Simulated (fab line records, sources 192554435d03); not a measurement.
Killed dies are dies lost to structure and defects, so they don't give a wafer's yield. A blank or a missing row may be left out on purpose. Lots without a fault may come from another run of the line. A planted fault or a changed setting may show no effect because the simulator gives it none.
fab line records | flow n5_finfet
record lots=11 wafers=32 last_day=19
route steps=1938 shown BEOL_M11@1556 PASSIVATION@1936
lots that met no fault: from a run of the same line without faults
start_h: hours from the record's first day to the start of the lot's first wafer shown | wait_h: hours since the lot's step before | " the same as in the row above | L1.1+2: a row that stands for several wafers | - no value, or no start given | * or withheld: withheld | < > ~ a bound
route shown NAME@n: a module of which the file shows steps, and the number in the route of the first | usual: mean/standard deviation of fault-free wafers | same: alike in all rows | chamber/n: place in a boat | sites: the reading at each site | _std_site: their standard deviation | _edge_site: outer sites' mean less inner sites' | radius_mm: how far each site lies from the wafer's centre | mask NAME#n: copy n | behind: the tool/chamber that last shaped the wafer | hold: why the lot was held/for how many hours/how that ended | device: the transistor (n, p or np) that didn't switch | end of line: the same wafers' tests at the end of the route | a step without rows: its recipe alone | killed: dies lost to structure and defects at the first sort, not the wafer's yield | map: a wafer's dies, x killed, . not, _ none there
set.NAME: the setting as run; set.NAME@STEP: as run at that earlier step | model.NAME: the simulator's own value behind a step, which no gauge read
steps of the route over a sample of lots; a table a step, a row a wafer
services: from which hour (start_h, from the record's first day; less than 0 if before it) a tool's chamber was out of use, for how many hours, and why
## steps
# step N5_BEOL_M11_STRIP_67
# recipe chemistry=CF4 resist=SiARC power_w=300 bias_power_w=75 pressure_mtorr=50 cf4_flow_sccm=150 rf_frequency_hz=6e+07
# usual drypump_motor_current_A=5.85/0.29 oes_product_au=0.76/0.094 rf_vpp_V=271.2/1.4 showerhead_plenum_p_Torr=1.79/0.056 throttle_valve_pct=13.65/0.23
# columns lot.wafer tool chamber start_h wait_h drypump_motor_current_A oes_product_au rf_hours_counter_h rf_vpp_V showerhead_plenum_p_Torr throttle_valve_pct
L965.1 rie_diel-01 2 271.15 0.0 5.61 0.87 52 270.1 1.74 13.37
L965.2 " 3 " " 5.56 0.69 222 271.0 1.77 13.53
L965.4 " 1 " " 6.22 0.72 210 273.2 1.85 14.07
L966.3 rie_diel-02 3 277.77 0.0 5.81 0.97 3 270.6 1.82 13.34
L966.5 " 1 " " 6.32 0.71 - 271.1 1.85 13.68
L966.6 " 3 " " 5.82 0.97 - 272.0 1.82 13.33
L967.1 rie_diel-01 3 284.72 0.0 5.56 0.69 226 268.3 1.77 13.55
L967.5 " 0 " " 5.64 0.84 - 271.7 1.82 13.33
L967.6 " 2 " " 5.61 0.87 - 269.8 1.73 13.37
L971.1 rie_diel-02 2 302.37 0.0 5.44 0.69 227 271.3 1.84 13.90
L971.2 " 3 " " 5.80 0.94 9 271.8 1.82 13.36
L971.4 " 1 " " 6.31 0.71 201 273.3 1.85 13.70
L969.3 rie_diel-02 1 307.08 0.0 6.32 0.70 202 271.2 1.85 13.70
L969.6 " 3 " " 5.81 0.94 - 272.9 1.82 13.36
L974.2 rie_diel-02 1 315.43 0.0 6.31 0.70 205 271.2 1.85 13.70
L974.5 " 0 " " 5.80 0.70 - 268.9 1.69 13.73
L974.6 " 1 " " 6.33 0.70 - 272.0 1.85 13.70
L981.1 rie_diel-01 0 368.43 0.0 5.65 0.81 101 271.6 1.81 13.41
L981.2 " 2 " " 5.59 0.84 80 270.3 1.73 13.42
L981.3 " 1 " " 6.25 0.70 236 270.5 1.84 14.14
L982.2 rie_diel-02 0 382.18 0.0 5.83 0.68 232 268.7 1.69 13.79
L982.3 " 1 " " 6.33 0.70 223 271.4 1.84 13.73
L982.4 " 2 " " 5.46 0.68 250 272.7 1.83 13.94
L984.1 rie_diel-02 0 385.15 0.0 5.84 0.68 234 269.4 1.69 13.79
L984.4 " 0 " " 5.82 0.68 - 269.4 1.69 13.80
L984.5 " 1 " " 6.31 0.68 - 271.2 1.84 13.74
L985.1 rie_diel-01 0 390.00 0.0 5.68 0.81 109 269.8 1.81 13.42
L985.2 " 1 " " 6.26 0.69 244 272.6 1.84 14.16
L985.4 " 1 " " 6.17 0.70 - 271.0 1.84 14.14
L986.3 rie_diel-02 1 398.82 0.0 6.32 0.69 229 271.5 1.84 13.75
L986.4 " 3 " " 5.81 0.87 - 272.2 1.81 13.42
L986.5 " 1 " " 6.33 0.69 - 270.7 1.84 13.74
# step N5_BEOL_M11_HM_OPEN_17
# recipe chemistry=Cl2/BCl3 target_depth_a=200 overetch_a=60 target=TiN mask_material=SOC ion_energy_ev=150 pressure_mtorr=10 icp_w=1000 bias_w=126 Cl2_flow_sccm=53.25 bcl3_flow_sccm=21.75 Ar_flow_sccm=25
# usual drypump_motor_current_A=5.86/0.29 oes_product_au=0.66/0.062 throttle_valve_pct=22.09/0.16
# columns lot.wafer tool chamber start_h wait_h drypump_motor_current_A oes_product_au rf_hours_counter_h throttle_valve_pct
L965.1 rie_metal-02 0 271.19 0.0 5.94 0.67 38 21.92
L965.2 " 1 " " 5.59 0.58 80 22.15
L965.4 " 1 " " 5.58 0.59 - 22.13
L966.3 rie_metal-03 0 277.84 0.1 6.00 0.81 - 22.18
L966.5 " 1 " " 5.80 0.71 - 21.90
L966.6 " 0 " " 5.97 0.82 - 22.18
L967.1 rie_metal-02 0 284.76 0.0 5.96 0.67 40 21.90
L967.5 " 1 " " 5.58 0.59 - 22.14
L967.6 " 0 " " 5.96 0.66 - 21.92
L971.1 rie_metal-02 0 302.41 0.0 5.95 0.65 41 21.93
L971.2 " 1 " " 5.60 0.58 83 22.16
L971.4 " 0 " " 5.96 0.66 - 21.93
L969.3 rie_metal-02 1 307.15 0.1 5.60 0.58 - 22.14
L969.6 " 0 " " 5.96 0.65 - 21.93
L974.2 rie_metal-03 1 315.48 0.0 5.84 0.69 21 21.94
L974.5 " 0 " " 5.97 0.79 - 22.18
L974.6 " 1 " " 5.87 0.70 - 21.91
L981.1 rie_metal-03 1 368.47 0.0 5.84 0.68 25 21.93
L981.2 " 0 " " 5.99 0.76 11 22.21
L981.3 " 1 " " 5.85 0.68 - 21.94
L982.2 rie_metal-03 1 382.22 0.0 5.81 0.69 26 21.92
L982.3 " 0 " " 5.99 0.75 - 22.24
L982.4 " 1 " " 5.82 0.67 - 21.93
L984.1 rie_metal-02 1 385.19 0.0 5.61 0.57 91 22.14
L984.4 " 0 " " 5.95 0.65 - 21.92
L984.5 " 0 " " 5.95 0.65 - 21.93
L985.1 rie_metal-02 1 390.04 0.0 5.58 0.57 91 22.16
L985.2 " 0 " " 5.95 0.65 49 21.95
L985.4 " 0 " " 5.96 0.64 - 21.95
L986.3 rie_metal-02 1 398.89 0.1 5.60 0.57 - 22.18
L986.4 " 0 " " 5.96 0.64 - 21.96
L986.5 " 1 " " 5.58 0.56 - 22.17
# step N5_BEOL_M11_CD_MEAS_18
# recipe pitch_nm=140 target_cd_nm=70
# usual cd_nm=69.7/0.64
# columns lot.wafer tool chamber start_h wait_h cd_nm
L965.1 cd_sem-02 - 271.37 0.0 69.4
L965.2 " - " " 70.7
L965.4 " - " " 70.1
L966.3 cd_sem-02 - 278.01 0.1 68.8
L966.5 " - " " 69.1
L966.6 " - " " 69.8
L967.1 cd_sem-03 - 284.96 0.0 69.7
L967.5 " - " " 70.2
L967.6 " - " " 69.2
L971.1 cd_sem-03 - 302.59 0.0 69.5
L971.2 " - " " 69.2
L971.4 " - " " 69.7
L969.3 cd_sem-03 - 307.30 0.1 69.1
L969.6 " - " " 70.3
L974.2 cd_sem-02 - 315.66 0.1 69.1
L974.5 " - " " 69.4
L974.6 " - " " 68.9
L981.1 cd_sem-03 - 368.66 0.1 70.5
L981.2 " - " " 70.3
L981.3 " - " " 69.7
L982.2 cd_sem-02 - 382.50 0.1 69.3
L982.3 " - " " 68.8
L982.4 " - " " 70.4
L984.1 cd_sem-01 - 385.43 0.0 70.9
L984.4 " - " " 69.8
L984.5 " - " " 69.3
L985.1 cd_sem-03 - 390.22 0.0 71.1
L985.2 " - " " 69.4
L985.4 " - " " 68.9
L986.3 cd_sem-03 - 399.05 0.1 69.9
L986.4 " - " " 70.5
L986.5 " - " " 69.5
# step N5_BEOL_M11_INSPECT_30
# recipe mode=adi inspect_instrument=brightfield
# usual raw_defect_count=419/98
# columns lot.wafer tool chamber start_h wait_h raw_defect_count
L965.1 defect_inspect-01 - 271.83 0.0 351
L965.2 " - " " 334
L965.4 " - " " 335
L966.3 defect_inspect-02 - 278.71 0.0 443
L966.5 " - " " 481
L966.6 " - " " 604
L967.1 defect_inspect-01 - 289.58 0.0 473
L967.5 " - " " 407
L967.6 " - " " 722
L971.1 defect_inspect-01 - 303.52 0.0 541
L971.2 " - " " 426
L971.4 " - " " 391
L969.3 defect_inspect-02 - 308.65 0.0 550
L969.6 " - " " 598
L974.2 defect_inspect-02 - 319.42 0.0 536
L974.5 " - " " 523
L974.6 " - " " 526
L981.1 defect_inspect-02 - 369.26 0.0 445
L981.2 " - " " 924
L981.3 " - " " 637
L982.2 defect_inspect-01 - 383.96 0.0 385
L982.3 " - " " 1090
L982.4 " - " " 290
L984.1 defect_inspect-02 - 385.89 0.0 362
L984.4 " - " " 517
L984.5 " - " " 453
L985.1 defect_inspect-01 - 391.74 0.0 291
L985.2 " - " " 333
L985.4 " - " " 353
L986.3 defect_inspect-01 - 399.50 0.0 278
L986.4 " - " " 314
L986.5 " - " " 300
# step N5_BEOL_M11_STRIP_77
# recipe chemistry=N2/H2 time_s=10 power_w=450 temp_c=40 pressure_mtorr=20 rf_frequency_hz=6e+07 bias_power_w=7 n2_flow_sccm=200 h2_flow_sccm=200
# usual drypump_motor_current_A=5.86/0.25 oes_product_au=0.77/0.094 rf_vpp_V=59.3/0.82 showerhead_plenum_p_Torr=2.54/0.081 throttle_valve_pct=23.72/0.29
# columns lot.wafer tool chamber start_h wait_h drypump_motor_current_A oes_product_au rf_hours_counter_h rf_vpp_V showerhead_plenum_p_Torr throttle_valve_pct
L965.1 rie_diel-01 3 - - 5.57 0.70 222 58.6 2.50 23.44
L965.2 " 0 " " 5.66 0.86 74 58.8 2.54 22.92
L965.4 " 1 " " 6.21 0.71 210 59.3 2.62 24.25
L966.3 rie_diel-02 3 - - 5.84 0.97 4 59.3 2.61 23.57
L966.5 " 1 " " 6.35 0.71 - 58.3 2.63 23.58
L966.6 " 3 " " 5.82 0.98 - 60.0 2.61 23.58
L967.1 rie_diel-02 0 - - 5.84 0.69 206 59.6 2.40 23.71
L967.5 " 1 " " 6.32 0.71 - 58.8 2.63 23.57
L967.6 " 0 " " 5.85 0.69 - 58.5 2.40 23.70
L971.1 rie_diel-06 2 - - 6.01 0.70 205 59.4 2.52 23.54
L971.2 " 3 " " 5.90 0.85 39 58.8 2.49 24.06
L971.4 " 0 " " 5.84 0.84 59 60.4 2.47 23.64
L969.3 rie_diel-01 3 - - 5.56 0.70 232 58.6 2.49 23.45
L969.6 " 3 " " 5.56 0.68 - 58.8 2.49 23.46
L974.2 rie_diel-02 1 - - 6.32 0.71 206 58.9 2.62 23.58
L974.5 " 1 " " 6.34 0.70 - 60.3 2.62 23.59
L974.6 " 2 " " 5.46 0.68 - 60.5 2.64 24.09
L981.1 rie_diel-06 1 - - 5.73 0.92 14 60.4 2.62 23.79
L981.2 " 3 " " 5.90 0.83 61 59.9 2.48 24.08
L981.3 " 0 " " 5.85 0.81 80 59.5 2.46 23.65
L982.2 rie_diel-02 1 - - 6.34 0.69 224 58.9 2.61 23.62
L982.3 " 0 " " 5.88 0.67 234 59.3 2.39 23.75
L982.4 " 1 " " 6.34 0.69 - 60.7 2.61 23.62
L984.1 rie_diel-02 3 - - 5.83 0.88 36 60.6 2.60 23.60
L984.4 " 0 " " 5.84 0.67 - 58.2 2.39 23.76
L984.5 " 3 " " 5.79 0.89 - 60.3 2.60 23.60
L985.1 rie_diel-01 0 - - 5.68 0.82 110 57.5 2.53 22.96
L985.2 " 2 " " 5.63 0.84 89 59.2 2.45 23.66
L985.4 " 1 " " 6.27 0.70 - 59.5 2.61 24.28
L986.3 rie_diel-06 1 - - 5.71 0.91 21 59.1 2.61 23.81
L986.4 " 0 " " 5.84 0.80 87 59.9 2.46 23.67
L986.5 " 3 " " 5.92 0.81 - 60.6 2.48 24.09
# step N5_PASSIVATION_PROBE_49
# usual defect_limited_yield=91.0/1.4 killed_at_M0_to_M3=36/10 killed_at_M4_up=15/5 killed_at_contacts=12/6.1 killed_at_front_end=40/13 killed_at_other=3.8/2.9 killed_dies=106/16 killed_open=68/12 killed_short=35/8.2 sort_bin_5_function=5.2/0.9 sort_bin_6_memory=3.4/0.71 sort_bin_8_speed=0.0/0.46 sort_n_pass=1073/17 sort_yield_pct=91.0/1.5
# same gross_dies=1180 killed_at_back_side=0 sort_bin_4_leakage[%]=0
# columns lot.wafer tool chamber start_h wait_h defect_limited_yield[%] killed_at_M0_to_M3 killed_at_M4_up killed_at_contacts killed_at_front_end killed_at_other killed_dies killed_open killed_short sort_bin_5_function[%] sort_bin_6_memory[%] sort_bin_8_speed[%] sort_n_pass sort_yield_pct[%]
L967.1 prober-02 - 338.78 0.0 91.4 25 11 12 53 1 102 69 30 5.8 2.5 0 1078 91.4
L967.5 prober-02 - 338.98 0.2 93.2 31 9 7 33 0 80 53 26 3.4 3.1 0 1100 93.2
L967.6 prober-02 - 339.03 0.3 94.1 11 10 13 35 1 70 45 22 2.8 2.7 0 1110 94.1
L971.1 prober-01 - 355.54 0.0 92.2 27 8 19 37 1 92 58 32 4.6 3.0 0 1088 92.2
L971.2 prober-01 - 355.59 0.1 91.7 23 16 15 44 0 98 69 26 4.4 3.6 0 1082 91.7
L971.4 prober-01 - 355.69 0.2 89.7 42 13 22 44 0 121 81 35 6.1 3.8 0 1059 89.7
L974.5 prober-02 - 376.97 0.2 90.1 40 22 18 35 2 117 68 46 5.5 3.9 0 1063 90.1
L981.1 prober-01 - 412.87 0.0 89.8 47 4 14 53 2 120 81 39 6.2 3.9 0 1060 89.8
L981.2 prober-01 - 412.92 0.1 83.0 26 125 10 33 7 201 49 30 11.5 3.6 0 979 83.0
L981.3 prober-01 - 412.97 0.1 86.8 67 14 6 60 9 156 100 55 8.6 4.2 0 1024 86.8
L982.2 prober-02 - 429.02 0.1 88.8 44 10 12 64 2 132 81 43 6.0 4.3 0 1048 88.8
L982.3 prober-02 - 429.07 0.1 81.2 35 139 4 41 3 222 54 42 11.8 4.7 0 958 81.2
L982.4 prober-02 - 429.12 0.2 90.3 33 15 18 36 13 115 79 32 5.5 3.6 0 1065 90.3
# killed by level:class
L967.1 STI_FIN_REVEAL:geometric_particle:open=11 FIN_SAQP:geometric_particle:open=10 DUMMY_GATE:geometric_particle:open=9 MOL_CONTACT_COAG:geometric_particle:open=9 FIN_SAQP:geometric_particle:short=8 BEOL_M2:geometric_particle:open=6 BEOL_M0_SAQP:geometric_particle:short=5 BEOL_M1:geometric_particle:open=5
L967.5 FIN_SAQP:geometric_particle:short=15 BEOL_M2:geometric_particle:open=11 FIN_SAQP:geometric_particle:open=10 BEOL_M3:geometric_particle:open=8 MOL_CONTACT_COAG:geometric_particle:open=6 BEOL_M0_SAQP:geometric_particle:short=5 STARTING-WAFER:geometric_particle:open=3 BEOL_M0_SAQP:geometric_particle:open=3
L967.6 FIN_SAQP:geometric_particle:open=15 FIN_SAQP:geometric_particle:short=9 MOL_CONTACT_COAG:geometric_particle:open=8 MOL_CONTACT_COAG:geometric_particle:short=4 BEOL_M5:geometric_particle:open=4 STARTING-WAFER:geometric_particle:open=3 STI_FIN_REVEAL:geometric_particle:open=2 DUMMY_GATE:geometric_particle:open=2
L971.1 MOL_CONTACT_COAG:geometric_particle:open=14 BEOL_M1:geometric_particle:open=7 BEOL_M2:geometric_particle:open=7 FIN_SAQP:geometric_particle:open=5 ILD0:geometric_particle:short=5 STI_FIN_REVEAL:geometric_particle:open=5 DUMMY_GATE:geometric_particle:open=5 MOL_CONTACT_COAG:geometric_particle:short=5
L971.2 FIN_SAQP:geometric_particle:short=11 MOL_CONTACT_COAG:geometric_particle:open=11 STI_FIN_REVEAL:geometric_particle:open=9 BEOL_M1:geometric_particle:open=7 BEOL_M0_SAQP:geometric_particle:open=5 BEOL_M2:geometric_particle:open=5 DUMMY_GATE:geometric_particle:open=4 MOL_CONTACT_COAG:geometric_particle:short=4
L971.4 MOL_CONTACT_COAG:geometric_particle:open=16 STI_FIN_REVEAL:geometric_particle:open=11 BEOL_M0_SAQP:geometric_particle:short=10 BEOL_M2:geometric_particle:open=10 FIN_SAQP:geometric_particle:open=8 BEOL_M1:geometric_particle:open=8 MOL_CONTACT_COAG:geometric_particle:short=6 FIN_SAQP:geometric_particle:short=5
L974.5 BEOL_M0_SAQP:geometric_particle:open=14 MOL_CONTACT_COAG:geometric_particle:open=13 BEOL_M0_SAQP:geometric_particle:short=12 BEOL_M5:geometric_particle:open=10 GATE_CUT:geometric_particle:short=8 BEOL_M3:geometric_particle:open=7 BEOL_M5:geometric_particle:short=6 FIN_SAQP:geometric_particle:short=5
L981.1 FIN_SAQP:geometric_particle:open=17 MOL_CONTACT_COAG:geometric_particle:open=13 BEOL_M0_SAQP:geometric_particle:short=13 BEOL_M3:geometric_particle:open=10 BEOL_M0_SAQP:geometric_particle:open=9 FIN_SAQP:geometric_particle:short=8 STI_FIN_REVEAL:geometric_particle:open=5 BEOL_M1:geometric_particle:open=5
L981.2 BEOL_M11:unspecified=114 MOL_CONTACT_COAG:geometric_particle:open=8 FIN_SAQP:geometric_particle:open=7 BEOL_M2:geometric_particle:open=7 BEOL_M0_SAQP:geometric_particle:short=6 FIN_SAQP:geometric_particle:short=5 BEOL_M0_SAQP:geometric_particle:open=5 STARTING-WAFER:geometric_particle:open=4
L981.3 BEOL_M0_SAQP:geometric_particle:open=19 FIN_SAQP:geometric_particle:open=16 FIN_SAQP:geometric_particle:short=14 BEOL_M0_SAQP:geometric_particle:short=14 BEOL_M1:geometric_particle:open=14 GATE_CUT:geometric_particle:short=6 MOL_CONTACT_COAG:geometric_particle:open=6 BEOL_M2:geometric_particle:open=6
L982.2 STI_FIN_REVEAL:geometric_particle:open=23 BEOL_M0_SAQP:geometric_particle:short=12 BEOL_M2:geometric_particle:open=10 BEOL_M0_SAQP:geometric_particle:open=9 MOL_CONTACT_COAG:geometric_particle:short=7 FIN_SAQP:geometric_particle:open=6 HKMG_FIN:area_etch=6 FIN_SAQP:geometric_particle:short=5
L982.3 BEOL_M11:unspecified=123 STI_FIN_REVEAL:geometric_particle:open=14 BEOL_M0_SAQP:geometric_particle:short=13 FIN_SAQP:geometric_particle:short=11 BEOL_M0_SAQP:geometric_particle:open=9 FIN_SAQP:geometric_particle:open=6 MOL_CONTACT_COAG:geometric_particle:open=4 BEOL_M2:geometric_particle:open=4
L982.4 STI_FIN_REVEAL:geometric_particle:open=14 BEOL_M2:geometric_particle:open=14 MOL_CONTACT_COAG:geometric_particle:open=12 BEOL_M4:geometric_particle:open=11 BEOL_M0_SAQP:geometric_particle:open=7 GATE_CUT:geometric_particle:short=7 MOL_CONTACT_COAG:geometric_particle:short=6 BEOL_M0_SAQP:geometric_particle:short=5
## services
# columns tool chamber start_h hours kind
rie_diel-06 - 256.20 0.5 repair
rie_diel-02 2 274.36 2.9 repair
rie_diel-01 1 284.52 11.2 repair
rie_diel-06 1 295.03 8.2 repair
rie_diel-06 1 311.64 - clean
rie_diel-06 1 311.64 - consumable_replace:focus_ring
rie_diel-06 1 311.64 15.2 scheduled_down
rie_diel-06 1 311.64 15.2 vent_cycle
rie_diel-01 3 372.16 - clean
rie_diel-01 3 372.16 - consumable_replace:focus_ring
rie_diel-02 2 384.00 - clean
rie_diel-02 2 384.00 - consumable_replace:focus_ring
rie_diel-02 2 384.00 20.0 scheduled_down
rie_diel-02 2 384.00 20.0 vent_cycle
rie_metal-02 - 391.03 0.5 repair
## key
first_sign step=N5_BEOL_M11_INSPECT_30 reading=raw_defect_count direction=up sigmas=6 usual=419 struck=1007
effect step=N5_PASSIVATION_PROBE_49 reading=killed_at_M4_up direction=up sigmas=24 usual=15 struck=132
more_kills_born_at N5_BEOL_M11_HM_OPEN_17@rie_metal-03=237
met_at N5_BEOL_M11_HM_OPEN_17
struck_lots L981,L982
struck_wafers L981.2,L982.3
not_acting_at N5_BEOL_M11_STRIP_67,N5_BEOL_M11_CD_MEAS_18,N5_BEOL_M11_STRIP_77
onset_between 315.48 368.47
fault kind=chamber_particle_source tool=rie_metal-03 chamber=0 onset_h=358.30 steps=N5_BEOL_M11_HM_OPEN_17 rate_per_visit_cm2=0.6727 end_h=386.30
